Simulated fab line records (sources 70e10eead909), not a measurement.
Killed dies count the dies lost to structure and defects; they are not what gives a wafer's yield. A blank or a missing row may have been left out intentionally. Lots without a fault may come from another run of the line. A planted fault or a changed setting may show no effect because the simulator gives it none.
Which tool is to blame? | flow nand harc | Sampling: 12 lots, 36 wafers, 6 of 1302 route steps

WHAT THE GAUGES SHOWED, per wafer
NHARC_A_BLC_OVL_MEAS_11.
lot  | measured     | on         | overlay x nm (nm)
L074 | day 22 18:26 | overlay-01 | 0.4 0.9 0.7
L077 | day 23 18:54 | overlay-01 | -2.8 -2.0 -2.4
L079 | day 24 08:22 | overlay-01 | -1.3 -0.7 -0.3
L081 | day 24 23:55 | overlay-02 | -1.1 -0.6 -0.7
L083 | day 26 10:10 | overlay-02 | 0.3 0.1 -0.2
L086 | day 26 23:26 | overlay-02 | -0.8 -1.0 -1.3
L087 | day 28 05:44 | overlay-01 | -0.3 0.2 0.1
L089 | day 29 20:16 | overlay-02 | 1.1 0.6 1.1
L091 | day 30 09:56 | overlay-01 | 0.9 0.5 0.5
L092 | day 30 13:15 | overlay-01 | 0.3 0.5 0.0
L096 | day 31 11:29 | overlay-01 | 0.3 0.1 -0.4
L095 | day 31 20:53 | overlay-02 | 1.0 1.0 1.5

EACH LOT AND THE TOOL THAT RAN IT (in order: tool; ch and the chambers of the sampled wafers; start)
lot  | NHARC_A_CONTACT_ETCH_128             | NHARC_A_CONTACT_ETCH_131             | NHARC_A_CONTACT_ETCH_91            | NHARC_A_CONTACT_ETCH_98                       | NHARC_A_CONTACT_CVD_19
L074 | har cap etch-03 ch 0,1, day 22 05:22 | har cap etch-03 ch 0,1, day 22 05:53 | rie diel-13 ch 1,3, day 22 07:02   | rie diel-02 ch 1,3, day 22 18:26 or earlier   | cvd w-02 ch 0,1, day 22 18:26 or earlier
L077 | har cap etch-03 ch 0,1, day 23 03:32 | har cap etch-03 ch 0,1, day 23 04:04 | rie diel-02 ch 0,1,2, day 23 05:12 | rie diel-13 ch 0,1,2, day 23 18:54 or earlier | cvd w-02 ch 0,1, day 23 18:54 or earlier
L079 | har cap etch-03 ch 0,1, day 23 20:38 | har cap etch-03 ch 0,1, day 23 21:10 | rie diel-02 ch 0,1,2, day 23 22:19 | rie diel-02 ch 0,1,2, day 24 08:22 or earlier | cvd w-02 ch 0,1, day 24 08:22 or earlier
L081 | har cap etch-02 ch 0,1, day 24 08:32 | har cap etch-02 ch 0,1, day 24 09:04 | rie diel-02 ch 2,3, day 24 10:12   | rie diel-03 ch 0,1,2, day 24 20:35            | cvd w-02 ch 0,1, day 24 23:55 or earlier
L083 | har cap etch-01 ch 0,1, day 25 20:22 | har cap etch-01 ch 0,1, day 25 20:54 | rie diel-03 ch 2,3, day 25 22:01   | rie diel-13 ch 0,1, day 26 10:10 or earlier   | cvd w-02 ch 0,1, day 26 10:10 or earlier
L086 | har cap etch-03 ch 0,1, day 26 11:08 | har cap etch-03 ch 0,1, day 26 11:40 | rie diel-02 ch 0,2,3, day 26 12:49 | rie diel-02 ch 0,1, day 26 20:07              | cvd w-02 ch 0,1, day 26 23:26 or earlier
L087 | har cap etch-03 ch 0,1, day 27 17:35 | har cap etch-03 ch 0,1, day 27 18:07 | rie diel-13 ch 0,2, day 27 19:16   | rie diel-02 ch 1,2,3, day 28 02:38            | cvd w-01 ch 0,1, day 28 05:44 or earlier
L089 | har cap etch-03 ch 0,1, day 29 05:05 | har cap etch-03 ch 0,1, day 29 05:47 | rie diel-13 ch 0,3, day 29 07:13   | rie diel-03 ch 0,3, day 29 20:16 or earlier   | cvd w-02 ch 0,1, day 29 20:16 or earlier
L091 | har cap etch-01 ch 0,1, day 29 21:08 | har cap etch-01 ch 0,1, day 29 21:40 | rie diel-03 ch 0,1,2, day 29 22:46 | rie diel-02 ch 1,2,3, day 30 09:56 or earlier | cvd w-01 ch 0,1, day 30 09:56 or earlier
L092 | har cap etch-02 ch 0,1, day 30 01:29 | har cap etch-02 ch 0,1, day 30 02:01 | rie diel-02 ch 0,3, day 30 03:11   | rie diel-13 ch 2,3, day 30 13:15 or earlier   | cvd w-01 ch 0,1, day 30 13:15 or earlier
L096 | har cap etch-01 ch 0,1, day 30 23:08 | har cap etch-01 ch 0,1, day 30 23:40 | rie diel-02 ch 0,2,3, day 31 00:50 | rie diel-02 ch 0,2,3, day 31 11:29 or earlier | cvd w-02 ch 0,1, day 31 11:29 or earlier
L095 | har cap etch-01 ch 0,1, day 31 08:41 | har cap etch-01 ch 0,1, day 31 09:13 | rie diel-03 ch 0,1,3, day 31 10:23 | rie diel-02 ch 0,1,3, day 31 20:53 or earlier | cvd w-02 ch 1, day 31 20:53 or earlier
- NHARC_A_CONTACT_ETCH_128: etches the open film in C4F8/O2/Ar, time 197 s, target depth 1918 nm.
- NHARC_A_CONTACT_ETCH_131: etches the open film in C4F8/O2/Ar, time 197 s, target depth 1918 nm.
- NHARC_A_CONTACT_ETCH_91: etches the open film in CH3F/O2, target depth 40 nm, time 85.7 s.
- NHARC_A_CONTACT_ETCH_98: etches the open film in C4F6/O2, target depth 20 nm, time 10 s.
- NHARC_A_CONTACT_CVD_19: deposits W, target thk 300 nm, time 802 s.

THE ANSWER, worked out from the rows above alone
Rule: the lots themselves supply what counts as usual. The widest of any qualifying gaps counts: lots, ordered by their means at a reading, are off when they make up no more than a third of the lots, leave a main group of 4 or more, and stand apart from it by 3 or more times the standard deviation of that group's means. The tables above print the reading to a certain number of digits; a main group whose means all agree to those digits is not used. Also off: a lot with no number at a reading for which 4 or more lots have one. All remaining lots with rows at the step are treated as sound.
No lot is off at any reading shown: from this, nothing can be told.

WHAT WAS PUT IN BY THE SIMULATOR
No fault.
